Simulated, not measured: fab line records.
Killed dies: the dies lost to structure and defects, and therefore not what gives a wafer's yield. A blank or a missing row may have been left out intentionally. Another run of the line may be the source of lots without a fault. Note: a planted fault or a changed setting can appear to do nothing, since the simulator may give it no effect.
fab line records	flow n5Finfet
record lots=24	wafers=72	lastDay=19
route steps=1938 shown MOL_CONTACT_COAG@608 BEOL_M0_SAQP@636
lots untouched by any fault: they come from a run of this same line in which no faults occurred
startH: the number of hours between the record's first day and the start of the first shown wafer of the lot	waitH: hours from the lot's prior step to this one	" unchanged from the row above	L1.1+2: a single row standing in for several wafers	- no value, or no start given	* or withheld: withheld	< > ~ a bound
route shown NAME@n: names a module that has steps shown in the file, with the first one's number in the route	usual: mean/standard deviation of fault-free wafers	same: alike in all rows	chamber/n: place in a boat	sites: the reading at each site	_std_site: standard deviation of those values	_edge_site: inner sites' mean taken away from outer sites' mean	radiusMm: for every site, how far away it sits from the centre of the wafer	mask NAME#n: copy n	behind: the tool/chamber that last shaped the wafer	hold: cause of the lot's hold/its duration in hours/its outcome	device: which transistor (n, p or np) failed to switch	end of line: the same wafers' tests at the end of the route	step lacking rows: just its recipe	killed: dies lost to structure and defects at the first sort, not the wafer's yield	map: the dies of a wafer, with x for killed, . for not killed, _ for no die there
set.NAME: the setting the step ran with; set.NAME@STEP: the setting that earlier step ran with	model.NAME: the simulator's own value behind a step, which no gauge read
steps of the route over a sample of lots; a table a step, a row a wafer
services: a tool's chamber out of use, with start hour (startH, from the record's first day; less than 0 if before it), hours out, and reason
## steps
# step N5_MOL_CONTACT_COAG_ALD_133
# recipe material=SiO2	targetThkA=50	tempC=100	aldPrecursorFamily=BDEAS	aldCoReactant=O2-plasma	pulseTimeS=1	coReactantPulseTimeS=1	purgeTimeS=2	coReactantPurgeTimeS=2	aldCycles=35	pressureTorr=2
# usual heaterPowerW=79/7.4	precursorPulseHeightRel=1.000/0.02
# same coReactantPurgeTimeS=2	pulseTimeS=1
lot.wafer	tool	chamber	startH	waitH	heaterPowerW	precursorPulseHeightRel
L074.2	aldSin-04	0	103.97	0.1	80	0.977
L074.4	"	1	"	"	78	1.015
L074.5	"	2	"	"	85	1.030
L075.1	aldSin-01	1	110.85	0.1	79	1.002
L075.3	"	3	"	"	59	0.993
L075.5	"	3	"	"	59	0.948
L076.1	aldSin-04	2	119.99	0.4	84	0.998
L076.2	"	0	"	"	79	1.041
L076.6	"	1	"	"	80	0.998
L078.1	aldSin-03	2	124.13	0.3	88	0.963
L078.2	"	1	"	"	73	0.998
L078.6	"	1	"	"	72	0.986
L077.2	aldSin-03	2	126.30	0.1	88	0.999
L077.3	"	0	"	"	89	1.025
L077.4	"	3	"	"	76	0.984
L079.3	aldSin-01	3	132.30	0.1	58	1.014
L079.4	"	0	"	"	66	1.005
L079.6	"	1	"	"	78	1.024
L080.1	aldSin-01	1	136.71	0.1	77	1.003
L080.2	"	2	"	"	78	1.019
L080.6	"	0	"	"	63	0.979
L081.2	aldSin-04	0	145.52	0.5	80	1.010
L081.3	"	3	"	"	85	0.980
L081.5	"	1	"	"	78	1.016
L082.2	aldSin-03	2	152.20	0.1	89	0.997
L082.5	"	2	"	"	90	0.983
L082.6	"	1	"	"	71	1.000
L083.1	aldSin-04	3	159.43	0.1	81	0.999
L083.2	"	2	"	"	85	1.012
L083.3	"	0	"	"	82	1.015
L084.1	aldSin-04	0	172.34	0.1	78	0.991
L084.3	"	2	"	"	85	1.016
L084.6	"	1	"	"	79	1.012
L085.1	aldSin-04	2	177.59	0.1	85	1.006
L085.2	"	3	"	"	85	0.999
L085.6	"	0	"	"	80	0.972
L086.4	aldSin-03	3	180.33	0.2	73	0.996
L086.5	"	2	"	"	88	0.990
L086.6	"	1	"	"	71	1.034
L087.1	aldSin-03	0	185.52	0.1	90	0.971
L087.3	"	3	"	"	75	1.025
L087.5	"	1	"	"	71	1.020
L088.2	aldSin-04	1	194.92	1.4	78	1.014
L088.3	"	2	"	"	86	1.015
L088.6	"	2	"	"	87	0.979
L089.3	aldSin-04	3	199.76	0.1	84	1.023
L089.4	"	1	"	"	80	0.982
L089.6	"	0	"	"	81	1.000
L090.1	aldSin-04	0	200.61	0.5	81	0.985
L090.4	"	2	"	"	86	0.975
L090.6	"	3	"	"	84	0.984
L092.1	aldSin-03	1	205.77	0.1	70	0.992
L092.4	"	0	"	"	87	0.981
L092.5	"	1	"	"	71	1.045
L091.1	aldSin-04	3	209.76	0.1	85	1.014
L091.3	"	0	"	"	81	0.982
L091.4	"	2	"	"	86	0.987
L093.1	aldSin-04	3	220.19	0.2	84	1.029
L093.4	"	1	"	"	79	1.013
L093.5	"	3	"	"	83	1.012
L094.2	aldSin-01	3	224.45	0.6	60	1.011
L094.5	"	1	"	"	76	0.987
L094.6	"	0	"	"	66	1.019
L095.1	aldSin-03	3	226.99	0.1	77	0.997
L095.3	"	1	"	"	72	0.988
L095.4	"	1	"	"	70	0.994
L096.4	aldSin-04	2	234.01	0.1	86	0.969
L096.5	"	0	"	"	79	0.986
L096.6	"	1	"	"	81	0.975
L097.1	aldSin-03	2	241.88	0.1	86	1.051
L097.2	"	3	"	"	74	1.005
L097.5	"	3	"	"	73	1.004
# step N5_MOL_CONTACT_COAG_ETCH_67
# recipe chemistry=N2/H2	target=SOC	targetDepthA=600	overetchA=210	maskMaterial=SiARC	tempC=40	timeS=101.2	ionEnergyEv=200	pressureMtorr=30	sourceW=840	biasW=150	n2FlowSccm=200	h2FlowSccm=200
# usual drypumpMotorCurrentA=6.0/0.4	oesProductAu=0.65/0.058	rfVppV=524.1/2.1	showerheadPlenumPTorr=2.54/0.074	throttleValvePct=17.82/0.23
lot.wafer	tool	chamber	startH	waitH	drypumpMotorCurrentA	oesProductAu	rfHoursCounterH	rfVppV	showerheadPlenumPTorr	throttleValvePct
L074.2	rieDiel-01	2	104.19	0.0	6.3	0.81	6	523.6	2.60	17.78
L074.4	"	0	"	"	6.5	0.67	116	528.5	2.66	17.88
L074.5	"	2	"	"	6.3	0.80	-	525.9	2.60	17.78
L075.1	rieDiel-03	0	111.08	0.0	6.1	0.61	150	524.0	2.51	17.88
L075.3	"	2	"	"	5.4	0.62	155	523.5	2.56	17.75
L075.5	"	3	"	"	6.3	0.73	-	522.5	2.47	17.34
L076.1	rieDiel-06	1	120.20	0.0	6.5	0.60	218	527.1	2.62	18.15
L076.2	"	0	"	"	5.8	0.67	101	527.7	2.65	17.60
L076.6	"	1	"	"	6.5	0.60	-	526.4	2.62	18.17
L078.1	rieDiel-03	0	124.46	0.0	6.1	0.61	156	521.5	2.51	17.89
L078.2	"	2	"	"	5.4	0.62	161	524.8	2.56	17.75
L078.6	"	2	"	"	5.4	0.61	-	524.6	2.56	17.75
L077.2	rieDiel-01	1	126.57	0.0	6.0	0.61	152	521.6	2.41	17.58
L077.3	"	2	"	"	6.2	0.78	14	526.3	2.60	17.80
L077.4	"	0	"	"	6.4	0.67	123	526.9	2.65	17.91
L079.3	rieDiel-03	2	132.60	0.0	5.4	0.62	164	522.1	2.56	17.75
L079.4	"	1	"	"	5.4	0.70	57	525.8	2.59	17.92
L079.6	"	3	"	"	6.3	0.72	-	522.1	2.47	17.37
L080.1	rieDiel-03	1	136.94	0.0	5.5	0.70	59	526.3	2.59	17.93
L080.2	"	0	"	"	6.1	0.61	161	525.1	2.50	17.90
L080.6	"	0	"	"	6.1	0.61	-	523.0	2.50	17.90
L081.2	rieDiel-06	3	145.73	0.0	5.3	0.73	24	525.4	2.59	17.66
L081.3	"	1	"	"	6.5	0.59	226	526.2	2.62	18.18
L081.5	"	2	"	"	5.4	0.63	-	524.8	2.54	17.77
L082.2	rieDiel-03	0	152.46	0.0	6.1	0.60	165	523.4	2.50	17.89
L082.5	"	1	"	"	5.4	0.69	-	524.6	2.59	17.95
L082.6	"	0	"	"	6.1	0.60	-	522.4	2.50	17.91
L083.1	rieDiel-01	0	159.81	0.0	6.5	0.66	135	526.5	2.65	17.93
L083.2	"	3	"	"	6.1	0.60	218	522.3	2.51	18.19
L083.3	"	2	"	"	6.2	0.76	24	525.0	2.60	17.81
L084.1	rieDiel-06	2	172.60	0.0	5.4	0.62	191	524.1	2.54	17.77
L084.3	"	1	"	"	6.5	0.59	236	526.3	2.62	18.19
L084.6	"	1	"	"	6.5	0.59	-	527.2	2.62	18.20
L085.1	rieDiel-06	0	177.80	0.0	5.8	0.66	121	527.1	2.65	17.64
L085.2	"	3	"	"	5.3	0.72	36	524.6	2.58	17.69
L085.6	"	1	"	"	6.5	0.59	-	526.3	2.62	18.19
L086.4	rieDiel-01	2	180.46	0.0	6.2	0.75	31	525.9	2.59	17.84
L086.5	"	1	"	"	5.9	0.60	-	522.0	2.40	17.61
L086.6	"	2	"	"	6.2	0.76	-	525.3	2.59	17.83
L087.1	rieDiel-01	1	185.80	0.0	5.9	0.60	173	519.6	2.40	17.61
L087.3	"	3	"	"	6.1	0.59	228	523.0	2.51	18.18
L087.5	"	0	"	"	6.4	0.65	-	527.1	2.64	17.94
L088.2	rieDiel-03	1	195.13	0.0	5.5	0.68	78	526.2	2.58	17.96
L088.3	"	0	"	"	6.1	0.59	179	523.2	2.50	17.92
L088.6	"	0	"	"	6.1	0.60	-	523.2	2.50	17.93
L089.3	rieDiel-01	2	199.99	0.0	6.2	0.74	38	525.6	2.59	17.83
L089.4	"	3	"	"	6.2	0.59	232	524.1	2.51	18.21
L089.6	"	1	"	"	6.0	0.59	-	521.3	2.40	17.63
L090.1	rieDiel-01	2	200.83	0.0	6.2	0.74	38	526.8	2.59	17.83
L090.4	"	0	"	"	6.4	0.65	150	525.8	2.64	17.95
L090.6	"	0	"	"	6.4	0.65	-	527.0	2.64	17.95
L092.1	rieDiel-03	0	205.98	0.0	6.1	0.59	182	523.8	2.50	17.95
L092.4	"	3	"	"	6.3	0.69	87	522.0	2.46	17.40
L092.5	"	3	"	"	6.3	0.70	-	521.8	2.46	17.38
L091.1	rieDiel-03	2	209.97	0.0	5.4	0.60	192	523.6	2.55	17.80
L091.3	"	3	"	"	6.3	0.69	88	523.3	2.46	17.40
L091.4	"	1	"	"	5.5	0.67	84	525.6	2.58	17.97
L093.1	rieDiel-01	3	220.41	0.0	6.1	0.59	239	524.2	2.50	18.22
L093.4	"	1	"	"	6.0	0.59	185	520.0	2.40	17.64
L093.5	"	2	"	"	6.3	0.74	-	525.5	2.59	17.85
L094.2	rieDiel-01	1	224.66	0.0	5.9	0.59	186	520.6	2.40	17.63
L094.5	"	1	"	"	6.0	0.59	-	520.2	2.40	17.61
L094.6	"	2	"	"	6.2	0.74	-	525.7	2.59	17.86
L095.1	rieDiel-03	3	227.20	0.0	6.3	0.69	92	521.6	2.46	17.43
L095.3	"	1	"	"	5.4	0.67	89	525.1	2.58	17.99
L095.4	"	0	"	"	6.1	0.59	188	522.3	2.49	17.96
L096.4	rieDiel-01	1	234.20	0.0	6.0	0.60	189	520.2	2.40	17.64
L096.5	"	3	"	"	6.1	0.59	-	524.4	2.50	18.24
L096.6	"	0	"	"	6.5	0.65	-	525.8	2.64	17.97
L097.1	rieDiel-06	0	242.13	0.0	5.7	0.63	144	527.0	2.64	17.68
L097.2	"	3	"	"	5.3	0.69	60	524.4	2.57	17.72
L097.5	"	0	"	"	5.7	0.63	-	526.0	2.64	17.69
# step N5_BEOL_M0_SAQP_PECVD_96
# recipe material=a-Si	targetThkA=450	tempC=350	precursor=SiH4/He	pressureTorr=3	rfW=100	timeS=45.2
# usual heaterPowerW=627/62	showerheadPlenumPTorr=5.69/0.046	showerheadVppV=611/17	throttleValvePct=18.2/1
lot.wafer	tool	chamber	startH	waitH	heaterPowerW	showerheadPlenumPTorr	showerheadVppV	throttleValvePct
L074.2	pecvd-04	1	136.44	0.0	665	5.73	630	20.1
L074.4	"	0	"	"	598	5.74	617	19.0
L074.5	"	2	"	"	633	5.67	608	17.5
L075.1	pecvd-04	1	137.04	0.0	611	5.73	616	20.2
L075.3	"	0	"	"	626	5.74	610	19.1
L075.5	"	1	"	"	615	5.73	626	20.2
L076.1	pecvd-01	0	137.14	0.0	526	5.62	606	18.1
L076.2	"	1	"	"	684	5.70	594	17.6
L076.6	"	0	"	"	522	5.61	606	18.5
L078.1	pecvd-01	1	137.37	0.0	697	5.70	598	18.0
L078.2	"	2	"	"	742	5.65	579	18.0
L078.6	"	2	"	"	751	5.64	590	17.6
L077.2	pecvd-04	2	137.47	0.0	645	5.68	595	17.5
L077.3	"	1	"	"	627	5.72	622	20.4
L077.4	"	0	"	"	638	5.75	613	19.1
L079.3	pecvd-04	0	139.20	0.0	540	5.75	598	18.8
L079.4	"	1	"	"	655	5.72	625	20.2
L079.6	"	2	"	"	659	5.66	599	17.9
L080.1	pecvd-01	0	144.05	0.0	548	5.61	619	18.3
L080.2	"	1	"	"	671	5.70	591	17.8
L080.6	"	2	"	"	756	5.65	581	17.8
L081.2	pecvd-02	2	151.51	0.0	630	5.71	631	16.1
L081.3	"	1	"	"	540	5.62	623	18.2
L081.5	"	1	"	"	538	5.64	618	17.8
L082.2	pecvd-01	0	159.89	0.0	599	5.61	601	18.0
L082.5	"	2	"	"	716	5.65	586	17.5
L082.6	"	0	"	"	607	5.60	607	18.4
L083.1	pecvd-02	2	165.28	0.0	674	5.72	630	16.7
L083.2	"	1	"	"	486	5.65	617	18.0
L083.3	"	0	"	"	658	5.73	638	17.5
L084.1	pecvd-04	2	178.69	0.0	598	5.67	600	17.8
L084.3	"	1	"	"	677	5.73	617	20.4
L084.6	"	0	"	"	638	5.77	603	19.2
L085.1	pecvd-04	2	184.33	0.0	706	5.67	596	17.9
L085.2	"	1	"	"	632	5.72	616	20.0
L085.6	"	1	"	"	627	5.73	627	20.5
L086.4	pecvd-02	1	187.85	0.0	544	5.64	607	17.8
L086.5	"	2	"	"	592	5.73	640	16.2
L086.6	"	0	"	"	611	5.74	635	17.8
L087.1	pecvd-01	1	191.19	0.0	647	5.72	596	17.8
L087.3	"	2	"	"	675	5.66	589	17.8
L087.5	"	1	"	"	665	5.71	595	17.8
L088.2	pecvd-02	0	200.73	0.0	639	5.74	624	17.8
L088.3	"	1	"	"	547	5.64	620	18.1
L088.6	"	2	"	"	692	5.73	639	16.4
L089.3	pecvd-04	0	205.70	0.0	635	5.76	610	18.6
L089.4	"	0	"	"	643	5.75	607	18.9
L089.6	"	2	"	"	602	5.69	602	17.7
L090.1	pecvd-02	2	208.26	0.0	660	5.73	656	16.3
L090.4	"	2	"	"	660	5.73	648	16.5
L090.6	"	0	"	"	629	5.72	633	17.8
L092.1	pecvd-01	1	211.55	0.0	680	5.70	609	17.9
L092.4	"	1	"	"	672	5.70	603	17.6
L092.5	"	0	"	"	515	5.61	596	18.6
L091.1	pecvd-04	2	215.05	0.0	658	5.66	600	17.8
L091.3	"	0	"	"	542	5.75	608	18.8
L091.4	"	2	"	"	675	5.67	595	17.8
L093.1	pecvd-02	1	226.09	0.0	523	5.64	613	17.9
L093.4	"	1	"	"	527	5.64	616	17.9
L093.5	"	2	"	"	577	5.73	651	16.6
L094.2	pecvd-04	2	231.77	0.0	698	5.69	594	18.1
L094.5	"	2	"	"	698	5.69	606	17.9
L094.6	"	0	"	"	550	5.76	606	19.2
L095.1	pecvd-04	0	234.59	0.0	614	5.75	596	18.8
L095.3	"	2	"	"	651	5.67	599	18.1
L095.4	"	0	"	"	610	5.76	597	19.0
L096.4	pecvd-04	0	239.23	0.0	630	5.76	607	18.8
L096.5	"	2	"	"	687	5.67	603	18.0
L096.6	"	0	"	"	535	5.74	610	19.2
L097.1	pecvd-02	1	247.13	0.0	557	5.65	617	18.1
L097.2	"	2	"	"	599	5.72	632	16.3
L097.5	"	1	"	"	541	5.63	618	18.1
# step N5_BEOL_M0_SAQP_OVL_MEAS_15
# recipe pointsPerWafer=44
# usual M0_CORE_OVL=0.6/0.73
lot.wafer	tool	chamber	startH	waitH	M0_CORE_OVL[nm]
L074.2	overlay-02	0	137.15	0.0	-0.5
L074.4	"	0	"	"	0.8
L074.5	"	0	"	"	0.3
L075.1	overlay-01	0	137.73	0.0	1.7
L075.3	"	0	"	"	1.8
L075.5	"	0	"	"	0.3
L076.1	overlay-02	0	137.89	0.0	-0.5
L076.2	"	0	"	"	0.5
L076.6	"	0	"	"	0.0
L078.1	overlay-02	0	137.95	0.0	-0.4
L078.2	"	0	"	"	-0.4
L078.6	"	0	"	"	-0.8
L077.2	overlay-01	0	138.04	0.0	-0.6
L077.3	"	0	"	"	1.4
L077.4	"	0	"	"	0.7
L079.3	overlay-01	0	139.89	0.0	1.1
L079.4	"	0	"	"	-0.2
L079.6	"	0	"	"	1.6
L080.1	overlay-01	0	144.62	0.0	0.6
L080.2	"	0	"	"	1.6
L080.6	"	0	"	"	1.2
L081.2	overlay-01	0	152.21	0.0	2.1
L081.3	"	0	"	"	0.3
L081.5	"	0	"	"	1.1
L082.2	overlay-02	0	160.54	0.0	0.4
L082.5	"	0	"	"	-0.3
L082.6	"	0	"	"	0.6
L083.1	overlay-01	0	165.98	0.0	0.9
L083.2	"	0	"	"	0.7
L083.3	"	0	"	"	0.0
L084.1	overlay-01	0	179.38	0.0	1.1
L084.3	"	0	"	"	0.1
L084.6	"	0	"	"	1.3
L085.1	overlay-02	0	184.90	0.0	0.7
L085.2	"	0	"	"	0.5
L085.6	"	0	"	"	0.4
L086.4	overlay-02	0	188.53	0.0	0.9
L086.5	"	0	"	"	0.6
L086.6	"	0	"	"	0.0
L087.1	overlay-01	0	191.88	0.0	-0.1
L087.3	"	0	"	"	0.9
L087.5	"	0	"	"	0.7
L088.2	overlay-01	0	201.43	0.0	1.9
L088.3	"	0	"	"	1.7
L088.6	"	0	"	"	1.7
L089.3	overlay-02	0	206.40	0.0	0.7
L089.4	"	0	"	"	-0.4
L089.6	"	0	"	"	0.6
L090.1	overlay-01	0	208.95	0.0	-1.1
L090.4	"	0	"	"	0.7
L090.6	"	0	"	"	0.5
L092.1	overlay-01	0	212.32	0.0	-1.1
L092.4	"	0	"	"	0.4
L092.5	"	0	"	"	-0.9
L091.1	overlay-02	0	215.74	0.0	1.0
L091.3	"	0	"	"	0.9
L091.4	"	0	"	"	1.2
L093.1	overlay-02	0	226.79	0.0	0.3
L093.4	"	0	"	"	0.9
L093.5	"	0	"	"	-0.3
L094.2	overlay-02	0	232.54	0.0	0.5
L094.5	"	0	"	"	0.2
L094.6	"	0	"	"	0.2
L095.1	overlay-01	0	235.24	0.0	0.8
L095.3	"	0	"	"	0.2
L095.4	"	0	"	"	0.1
L096.4	overlay-01	0	239.85	0.0	0.1
L096.5	"	0	"	"	0.4
L096.6	"	0	"	"	1.2
L097.1	overlay-02	0	247.84	0.0	1.0
L097.2	"	0	"	"	1.7
L097.5	"	0	"	"	1.3
# step N5_BEOL_M0_SAQP_ETCH_101
# recipe chemistry=CH3F/O2	target=SiNx	maskMaterial=SiO2	targetDepthA=299	timeS=42.7	pressureMtorr=30	sourceW=395	biasW=73	Ar_flow_sccm=150	CH3F_flow_sccm=30	O2_flow_sccm=20	ionEnergyEv=120
# usual drypumpMotorCurrentA=5.6/0.42	oesProductAu=0.79/0.1	rfVppV=298/8.1	showerheadPlenumPTorr=2.02/0.07	throttleValvePct=16.3/0.32
lot.wafer	tool	chamber	startH	waitH	drypumpMotorCurrentA	oesProductAu	rfHoursCounterH	rfVppV	showerheadPlenumPTorr	throttleValvePct
L074.2	rieDiel-05	3	139.05	0.2	5.3	0.70	223	295	1.95	16.6
L074.4	"	2	"	"	5.8	0.97	4	290	1.95	15.9
L074.5	"	2	"	"	5.8	0.97	-	290	1.95	15.9
L075.1	rieDiel-05	2	139.53	0.0	5.7	0.98	4	290	1.95	15.9
L075.3	"	3	"	"	5.3	0.70	224	293	1.95	16.6
L075.5	"	1	"	"	5.6	0.70	-	296	1.96	16.3
L076.1	rieDiel-05	2	139.88	0.0	5.8	0.97	4	290	1.95	15.9
L076.2	"	1	"	"	5.6	0.70	199	294	1.96	16.3
L076.6	"	1	"	"	5.5	0.70	-	296	1.96	16.3
L078.1	rieDiel-04	1	140.09	0.1	6.2	0.70	220	304	1.92	16.7
L078.2	"	2	"	"	4.9	0.83	74	283	2.03	16.3
L078.6	"	3	"	"	5.0	0.92	-	303	2.06	16.0
L077.2	rieDiel-05	3	140.76	0.1	5.3	0.70	224	294	1.95	16.6
L077.3	"	1	"	"	5.6	0.70	200	295	1.96	16.3
L077.4	"	3	"	"	5.2	0.69	-	295	1.95	16.6
L079.3	rieDiel-02	3	143.90	0.1	5.4	0.91	21	301	2.12	16.1
L079.4	"	1	"	"	5.9	0.73	-	293	2.08	16.6
L079.6	"	2	"	"	5.7	0.69	-	292	1.98	16.8
L080.1	rieDiel-05	2	147.20	0.0	5.8	0.95	8	291	1.95	15.9
L080.2	"	3	"	"	5.3	0.69	228	294	1.95	16.6
L080.6	"	1	"	"	5.5	0.69	-	294	1.96	16.3
L081.2	rieDiel-02	3	154.58	0.0	5.3	0.91	24	300	2.12	16.1
L081.3	"	1	"	"	5.8	0.72	173	294	2.08	16.6
L081.5	"	0	"	"	6.1	0.73	-	302	1.99	16.5
L082.2	rieDiel-05	0	163.40	0.0	6.5	0.71	187	309	2.10	16.8
L082.5	"	3	"	"	5.3	0.69	-	293	1.95	16.6
L082.6	"	2	"	"	5.7	0.94	-	289	1.95	15.9
L083.1	rieDiel-02	1	167.80	0.0	5.9	0.72	176	294	2.08	16.6
L083.2	"	0	"	"	6.0	0.73	183	305	1.99	16.5
L083.3	"	3	"	"	5.4	0.90	28	299	2.12	16.1
L084.1	rieDiel-04	3	182.01	0.0	5.0	0.90	29	304	2.06	16.0
L084.3	"	0	"	"	5.3	0.95	12	314	2.13	15.8
L084.6	"	3	"	"	5.0	0.90	-	303	2.06	16.0
L085.1	rieDiel-05	3	186.56	0.0	5.3	0.69	241	294	1.94	16.6
L085.2	"	2	"	"	5.8	0.93	20	290	1.94	15.9
L085.6	"	3	"	"	5.3	0.69	-	294	1.95	16.6
L086.4	rieDiel-02	2	190.54	0.2	5.7	0.68	246	290	1.98	16.8
L086.5	"	2	"	"	5.6	0.69	-	291	1.98	16.9
L086.6	"	1	"	"	5.8	0.71	-	294	2.07	16.6
L087.1	rieDiel-04	1	196.12	0.0	6.2	0.68	237	303	1.92	16.7
L087.3	"	0	"	"	5.2	0.93	15	316	2.12	15.8
L087.5	"	3	"	"	5.0	0.88	-	303	2.06	16.0
L088.2	rieDiel-02	1	203.08	0.0	5.8	0.72	186	294	2.07	16.6
L088.3	"	3	"	"	5.3	0.88	39	300	2.12	16.1
L088.6	"	3	"	"	5.4	0.88	-	301	2.12	16.1
L089.3	rieDiel-04	3	208.51	0.0	5.0	0.88	36	303	2.06	16.0
L089.4	"	1	"	"	6.2	0.68	239	306	1.92	16.7
L089.6	"	0	"	"	5.2	0.91	-	314	2.12	15.9
L090.1	rieDiel-02	3	210.65	0.0	5.4	0.88	41	300	2.12	16.1
L090.4	"	3	"	"	5.3	0.87	-	301	2.12	16.1
L090.6	"	0	"	"	6.0	0.72	-	303	1.99	16.5
L092.1	rieDiel-04	0	214.08	0.1	5.3	0.91	20	313	2.12	15.9
L092.4	"	2	"	"	4.9	0.80	96	284	2.02	16.3
L092.5	"	0	"	"	5.3	0.93	-	314	2.12	15.9
L091.1	rieDiel-04	1	217.40	0.0	6.2	0.68	242	306	1.91	16.7
L091.3	"	2	"	"	4.9	0.80	97	282	2.02	16.3
L091.4	"	3	"	"	5.0	0.88	39	302	2.06	16.0
L093.1	rieDiel-05	2	228.49	0.0	5.8	0.89	33	290	1.94	16.0
L093.4	"	2	"	"	5.8	0.90	-	289	1.94	16.0
L093.5	"	1	"	"	5.5	0.68	-	296	1.95	16.3
L094.2	rieDiel-04	2	234.62	0.3	4.9	0.80	101	284	2.02	16.3
L094.5	"	0	"	"	5.3	0.90	-	314	2.12	15.9
L094.6	"	1	"	"	6.2	0.68	-	304	1.91	16.7
L095.1	rieDiel-05	0	239.62	0.1	6.4	0.70	210	311	2.09	16.8
L095.3	"	2	"	"	5.8	0.90	37	290	1.94	16.0
L095.4	"	0	"	"	6.4	0.71	-	310	2.09	16.8
L096.4	rieDiel-02	1	241.52	0.0	5.8	0.70	198	294	2.07	16.6
L096.5	"	0	"	"	6.0	0.72	-	304	1.98	16.5
L096.6	"	3	"	"	5.4	0.86	-	299	2.11	16.2
L097.1	rieDiel-02	1	249.57	0.0	5.9	0.70	201	293	2.07	16.7
L097.2	"	3	"	"	5.4	0.85	54	301	2.11	16.1
L097.5	"	3	"	"	5.4	0.86	-	300	2.11	16.1
# step N5_BEOL_M0_SAQP_MANDREL2_REMOVE_110
# recipe chemistry=HBr/Cl2/O2	btTimeS=10	target=a-Si	stopOn=SiCN	endpoint=OES-SiCl	overEtchFrac=1	icpW=600	biasW=30	HBr_flow_sccm=150	Cl2_flow_sccm=80	O2_flow_sccm=5	pressureMtorr=10
# usual drypumpMotorCurrentA=5.6/0.51	oesProductAu=0.995/0.022	throttleValvePct=36.5/0.34
lot.wafer	tool	chamber	startH	waitH	drypumpMotorCurrentA	oesProductAu	rfHoursCounterH	throttleValvePct
L074.2	rieSi-02	3	141.84	0.1	5.5	0.991	128	37.0
L074.4	"	0	"	"	5.8	0.992	171	36.2
L074.5	"	2	"	"	6.4	0.992	-	36.0
L075.1	rieSi-02	1	142.89	0.1	5.7	1.040	18	36.7
L075.3	"	0	"	"	5.8	0.994	171	36.2
L075.5	"	1	"	"	5.7	1.036	-	36.7
L076.1	rieSi-02	2	143.46	0.1	6.4	0.971	141	36.0
L076.2	"	0	"	"	5.8	0.989	171	36.3
L076.6	"	0	"	"	5.8	0.976	-	36.3
L078.1	rieSi-06	1	143.85	0.1	5.7	0.970	108	36.9
L078.2	"	3	"	"	5.3	0.993	2	36.0
L078.6	"	3	"	"	5.2	1.004	-	36.0
L077.2	rieSi-02	3	143.92	0.1	5.4	0.990	128	37.0
L077.3	"	0	"	"	5.8	0.990	171	36.3
L077.4	"	2	"	"	6.4	0.971	141	36.0
L079.3	rieSi-03	0	146.82	0.1	6.0	1.028	4	36.6
L079.4	"	1	"	"	5.2	0.990	71	36.4
L079.6	"	0	"	"	6.0	1.026	-	36.6
L080.1	rieSi-03	3	148.81	0.1	5.5	0.984	194	36.8
L080.2	"	1	"	"	5.2	0.994	71	36.3
L080.6	"	1	"	"	5.2	0.991	-	36.4
L081.2	rieSi-02	3	156.19	0.1	5.5	0.992	128	37.0
L081.3	"	1	"	"	5.7	1.042	19	36.7
L081.5	"	0	"	"	5.8	0.985	-	36.3
L082.2	rieSi-03	2	165.01	0.1	4.8	0.969	117	36.1
L082.5	"	0	"	"	6.0	1.029	-	36.6
L082.6	"	1	"	"	5.2	0.984	-	36.4
L083.1	rieSi-06	3	169.54	0.1	5.2	0.999	2	36.0
L083.2	"	2	"	"	4.8	1.000	144	36.6
L083.3	"	1	"	"	5.7	0.976	109	36.9
L084.1	rieSi-02	2	183.68	0.1	6.4	0.981	142	36.0
L084.3	"	3	"	"	5.5	0.989	129	37.0
L084.6	"	3	"	"	5.5	0.998	-	37.0
L085.1	rieSi-06	2	188.83	0.1	4.8	1.000	144	36.6
L085.2	"	0	"	"	6.3	0.976	1	36.8
L085.6	"	2	"	"	4.8	0.992	-	36.6
L086.4	rieSi-03	3	192.30	0.1	5.5	0.986	0	36.5
L086.5	"	2	"	"	4.8	0.975	-	36.1
L086.6	"	3	"	"	5.5	0.987	-	36.6
L087.1	rieSi-06	1	197.78	0.1	5.6	0.980	109	36.9
L087.3	"	0	"	"	6.3	0.976	1	36.8
L087.5	"	1	"	"	5.7	0.990	-	36.9
L088.2	rieSi-03	0	204.78	0.1	6.0	1.019	5	36.6
L088.3	"	2	"	"	4.8	0.973	118	36.1
L088.6	"	2	"	"	4.8	0.981	-	36.1
L089.3	rieSi-02	0	210.33	0.1	5.8	0.992	172	36.3
L089.4	"	3	"	"	5.5	0.998	129	37.0
L089.6	"	2	"	"	6.4	0.979	-	35.9
L090.1	rieSi-02	0	212.34	0.1	5.8	0.988	172	36.3
L090.4	"	2	"	"	6.4	0.975	142	36.0
L090.6	"	2	"	"	6.4	0.968	-	36.0
L092.1	rieSi-06	0	215.98	0.1	6.3	0.973	1	36.8
L092.4	"	3	"	"	5.2	1.004	3	35.9
L092.5	"	0	"	"	6.3	0.978	-	36.8
L091.1	rieSi-03	2	219.01	0.1	4.7	0.979	118	36.1
L091.3	"	1	"	"	5.2	0.978	73	36.4
L091.4	"	3	"	"	5.5	0.984	1	36.5
L093.1	rieSi-02	3	230.10	0.1	5.4	0.990	129	37.0
L093.4	"	2	"	"	6.4	0.988	142	36.0
L093.5	"	2	"	"	6.4	0.979	-	36.0
L094.2	rieSi-03	1	236.23	0.1	5.2	0.986	73	36.3
L094.5	"	1	"	"	5.2	0.976	-	36.3
L094.6	"	0	"	"	5.9	1.035	-	36.6
L095.1	rieSi-02	1	242.00	0.1	5.6	1.030	20	36.7
L095.3	"	2	"	"	6.4	0.983	143	36.0
L095.4	"	3	"	"	5.4	0.992	129	37.0
L096.4	rieSi-03	2	243.13	0.1	4.8	0.981	119	36.1
L096.5	"	3	"	"	5.5	1.001	-	36.5
L096.6	"	0	"	"	6.0	1.019	-	36.6
L097.1	rieSi-02	1	251.18	0.1	5.7	1.047	20	36.7
L097.2	"	3	"	"	5.5	0.990	130	37.0
L097.5	"	2	"	"	6.4	0.977	-	36.0
## services
tool	chamber	startH	hours	kind
pecvd-02	-	81.23	0.8	repair
pecvd-01	-	83.93	2.7	repair
aldSin-03	-	85.25	14.0	pm
rieSi-02	-	86.93	4.3	pm
rieDiel-03	1	92.41	36.0	repair
pecvd-04	1	94.15	4.8	repair
rieSi-06	2	95.21	10.7	repair
aldSin-03	0	111.63	3.1	repair
rieDiel-02	0	137.14	1.7	repair
rieDiel-05	0	139.20	12.1	repair
aldSin-03	3	150.42	5.6	repair
aldSin-04	2	164.94	4.4	repair
rieDiel-02	2	167.26	2.7	repair
aldSin-03	0	168.46	15.3	repair
rieDiel-04	3	171.42	1.6	repair
rieDiel-04	1	190.80	1.3	repair
rieSi-02	-	191.63	14.6	pm
pecvd-01	0	196.20	4.1	repair
rieSi-06	1	219.17	2.3	repair
aldSin-04	3	221.86	24.5	repair
rieDiel-03	-	222.26	2.8	pm
pecvd-04	1	225.77	26.1	repair
aldSin-03	2	226.12	7.1	repair
rieDiel-05	-	229.87	0.2	repair
## key
fault none
